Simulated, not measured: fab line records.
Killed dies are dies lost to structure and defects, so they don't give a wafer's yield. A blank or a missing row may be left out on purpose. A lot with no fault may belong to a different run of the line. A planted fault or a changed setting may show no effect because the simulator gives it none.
Matching of chambers	flow nand-harc	ald-metal-01 running NHARC_P_CONTACT_ALD_22: 4 sister chambers
The step deposits TiN, target thk 3 nm, pulse time 1 s, ald cycles 150. 4 wafers are shown with their chamber, then 10 later ones without.

== WAFERS PAIRED WITH THEIR CHAMBERS ==
wafer	chamber	heater-power-w (W)
L085.2	2	1171
L085.3	0	1064
L088.1	1	923
L088.4	3	950

== WAFERS WHOSE CHAMBER IS MISSING ==
wafer	heater-power-w (W)
L088.5	989
L091.2	1205
L091.3	979
L091.4	1092
L093.1	957
L093.5	1076
L093.6	985
L097.2	903
L097.3	955
L097.5	1073

== CHAMBER TAKEN BY EACH ==
wafer	from the rows above	in truth
L088.5	can't be placed: 3 or 1 or 0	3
L091.2	2	2
L091.3	can't be placed: 3 or 1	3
L091.4	0	0
L093.1	can't be placed: 3 or 1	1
L093.5	0	0
L093.6	can't be placed: 3 or 1 or 0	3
L097.2	can't be placed: 1 or 3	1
L097.3	can't be placed: 3 or 1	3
L097.5	0	0
Correctly placed: 4 of 10. Cannot be placed on the basis of these rows: 6; the candidates contain the true chamber in 6. Number placed wrongly: 0.
How it was worked out, from the rows above alone: a wafer's distance from a chamber is the root of the sum, over the readings, of the square of ((its reading less the chamber's mean) divided by the reading's scatter). The wafer belongs to the nearest chamber; if the next one is less than 2 further off, it can't be placed. The mean given for a chamber averages the wafers shown for that chamber. The scatter: with one shown wafer a chamber, the root of the mean of the squares of how far each hidden wafer lies from its nearest shown one.
